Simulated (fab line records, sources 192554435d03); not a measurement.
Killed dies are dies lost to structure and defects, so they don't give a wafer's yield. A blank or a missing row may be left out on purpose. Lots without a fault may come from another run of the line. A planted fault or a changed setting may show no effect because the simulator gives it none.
Split-lot experiment | flow n5_finfet | 7 lots, 39 wafers read, on a route of 1938 steps

THE SPLIT
At N5_BEOL_M12_SPUTTER_43 (material TaN, target thk 15 nm, time 24.19 s), the setting time_s was moved away from the recipe's 24.19 s on 15 of the 39 wafers read, by -58.5% to +47.1%. The other wafers ran this setting at the recipe's value.

FROM THE SPLIT TO THE READING: what the file shows between them, 4 steps
- N5_BEOL_M12_SPUTTER_44: material Ta, target thk 10 nm, time 16.13 s
- N5_BEOL_M12_SPUTTER_45: material Cu, target thk 80 nm, time 13.33 s
- N5_BEOL_M12_ECD_47: material Cu, target thk 720 nm
- N5_BEOL_M12_ANNEAL_48: time 90 s

THE READING
barrier_field_endpoint_s, in s, at N5_BEOL_M12_CMP_49 (polishes, stops on SiOC, t overpolish 20.6 s, target thk 320 nm). Fault-free wafers of this fab line usually give 30.1 s, standard deviation 0.69 s.

wafer  | tool, chamber at the split | time_s as run, s | against the recipe | barrier_field_endpoint_s, s | against lot-mates on the recipe
L075.2 | pvd_sputter-03, -          | 10.05            | -58.5%             | 19.9                        | -10.8
L075.1 | pvd_sputter-03, -          | 10.05            | -58.5%             | 19.6                        | -11.1
L075.4 | pvd_sputter-03, -          | 10.05            | -58.5%             | 19.2                        | -11.5
L075.3 | pvd_sputter-03, -          | 24.19            | recipe             | 32.4                        | -
L075.5 | pvd_sputter-03, -          | 24.19            | recipe             | 29.9                        | -
L075.6 | pvd_sputter-03, -          | 24.19            | recipe             | 29.7                        | -
L081.4 | pvd_sputter-03, -          | 35.59            | +47.1%             | 38.0                        | +8.5
L081.3 | pvd_sputter-03, -          | 24.19            | recipe             | 29.3                        | -
L081.1 | pvd_sputter-03, -          | 24.19            | recipe             | 29.6                        | -
L081.2 | pvd_sputter-03, -          | 35.59            | +47.1%             | 39.2                        | +9.7
L081.5 | pvd_sputter-03, -          | 24.19            | recipe             | 29.5                        | -
L081.6 | pvd_sputter-03, -          | 35.59            | +47.1%             | 38.1                        | +8.6
L082.1 | pvd_sputter-02, -          | 30.37            | +25.5%             | 34.6                        | +4.7
L082.3 | pvd_sputter-02, -          | 24.19            | recipe             | 29.3                        | -
L082.4 | pvd_sputter-02, -          | 24.19            | recipe             | 30.5                        | -
L082.2 | pvd_sputter-02, -          | 30.37            | +25.5%             | 35.0                        | +5.1
L082.5 | pvd_sputter-02, -          | 30.37            | +25.5%             | 35.1                        | +5.2
L082.6 | pvd_sputter-02, -          | 24.19            | recipe             | 29.8                        | -
L084.3 | pvd_sputter-01, -          | 24.19            | recipe             | 31.1                        | -
L084.6 | pvd_sputter-01, -          | 24.19            | recipe             | 29.5                        | -
L084.5 | pvd_sputter-01, -          | 24.19            | recipe             | 30.8                        | -
L087.1 | pvd_sputter-02, -          | 24.19            | recipe             | 30.1                        | -
L087.4 | pvd_sputter-02, -          | 24.19            | recipe             | 30.0                        | -
L087.2 | pvd_sputter-02, -          | 24.19            | recipe             | 29.8                        | -
L087.3 | pvd_sputter-02, -          | 12.8             | -47.1%             | 22.6                        | -7.4
L087.6 | pvd_sputter-02, -          | 12.8             | -47.1%             | 21.5                        | -8.5
L087.5 | pvd_sputter-02, -          | 12.8             | -47.1%             | 21.8                        | -8.2
L096.3 | pvd_sputter-01, -          | 24.19            | recipe             | 30.2                        | -
L096.4 | pvd_sputter-01, -          | 24.19            | recipe             | 28.7                        | -
L096.2 | pvd_sputter-01, -          | 24.19            | recipe             | 30.4                        | -
L096.1 | pvd_sputter-01, -          | 24.19            | recipe             | 30.7                        | -
L096.6 | pvd_sputter-01, -          | 24.19            | recipe             | 30.0                        | -
L096.5 | pvd_sputter-01, -          | 24.19            | recipe             | 29.6                        | -
L097.3 | pvd_sputter-03, -          | 24.19            | recipe             | 29.3                        | -
L097.1 | pvd_sputter-03, -          | 31.11            | +28.6%             | 34.7                        | +5.3
L097.2 | pvd_sputter-03, -          | 31.11            | +28.6%             | 35.4                        | +6.0
L097.4 | pvd_sputter-03, -          | 31.11            | +28.6%             | 36.5                        | +7.1
L097.6 | pvd_sputter-03, -          | 24.19            | recipe             | 28.9                        | -
L097.5 | pvd_sputter-03, -          | 24.19            | recipe             | 30.0                        | -

THE FIT
A straight line over all 39 wafers: barrier_field_endpoint_s changes by +0.179 s for each +1% of time_s; r = +0.99; the points scatter about the line by 0.71 s.
The same after taking each lot's own level away (the mean of its wafers on the recipe; 39 wafers): +0.188 s for each +1%; r = +0.99; scatter 0.67 s.
On that fit, the largest move of time_s shifts the reading by 11 s.
The lots' own levels span 29.40 to 30.67 s, that is 1.8 times the standard deviation above.
So the lot-to-lot level changes the slope little: the two slopes agree.
Check: with one of the wafers moved furthest among these (-58.5%) left out of the fit, the line predicts -10.9 s for it against its lot-mates. It came out at -10.8 s against them.

OTHER SPLITS ON THESE WAFERS
These wafers also went through other splits before the reading. Each is held against what the fit with the lots' levels taken away leaves over:
other split on the same wafers   | wafers away from the commonest value | r with barrier_field_endpoint_s (lot level and that fit taken away)
N5_BEOL_M9_TRENCH_ETCH_37 time_s | 18                                   | -0.13
N5_BEOL_M10_ILD_DEP_00 time_s    | 18                                   | -0.23

THE WHOLE CHAIN: every reading that the file lists as answering this split, in the file's order
step                   | what it does                                                    | reading                                                                            | change (the file's fit)              | r (the file's)
N5_BEOL_M12_SPUTTER_43 | material TaN, target thk 15 nm, time 24.19 s                    | TaN_of_BEOL_M12_SPUTTER_43.thk_nm (the simulator's own value, which no gauge read) | +0.15 nm for each +1% of the setting | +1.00
N5_BEOL_M12_CMP_49     | polishes, stops on SiOC, t overpolish 20.6 s, target thk 320 nm | barrier_field_endpoint_s                                                           | +0.188 s for each +1% of the setting | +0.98

THE FILE'S OWN FIT
barrier_field_endpoint_s changes by +0.188 s for each +1% of time_s, r = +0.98.
